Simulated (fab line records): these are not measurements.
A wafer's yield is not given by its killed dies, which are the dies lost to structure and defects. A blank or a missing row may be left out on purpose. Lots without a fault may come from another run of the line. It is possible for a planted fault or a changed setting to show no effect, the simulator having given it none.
Matching of chambers -- flow n5 finfet -- rie si-06 running N5_FIN_SAQP_ETCH_65: 4 sister chambers
The step etches SiO2 in CF4, target depth 4 nm, time 4.4 s. 4 wafers are shown with their chamber, then 10 later ones without.

## EACH WAFER AND ITS CHAMBER
wafer,chamber,throttle valve pct (%)
L082.6,1,21.90
L090.3,0,21.85
L094.1,3,21.46
L094.2,2,21.47

## WAFERS WITHOUT THEIR CHAMBER
wafer,throttle valve pct (%)
L094.3,21.86
L095.1,21.90
L095.4,21.86
L095.5,21.91
L096.3,21.86
L096.5,21.46
L096.6,21.90
L097.1,21.44
L097.5,21.47
L097.6,21.90

## EACH ONE'S CHAMBER
wafer,from the rows above,in truth
L094.3,0,0
L095.1,1,1
L095.4,0,0
L095.5,1,1
L096.3,0,0
L096.5,can't be placed: 3 or 2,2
L096.6,1,1
L097.1,can't be placed: 3 or 2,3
L097.5,can't be placed: 2 or 3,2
L097.6,1,1
Correctly placed: 7 of 10. From these rows, 3 cannot be placed; in 3 the true chamber is one of the candidates. Placed wrongly: 0.
How it was worked out, from the rows above alone: a wafer's distance from a chamber is the root of the sum, over the readings, of the square of ((its reading less the chamber's mean) divided by the reading's scatter). If the next closest chamber is less than 2 further off than the closest, the wafer can't be placed; otherwise it belongs to the closest. Each chamber's mean is taken over the wafers shown for it. The scatter: root of mean squared gap, hidden wafer to nearest shown wafer, with one shown wafer a chamber.
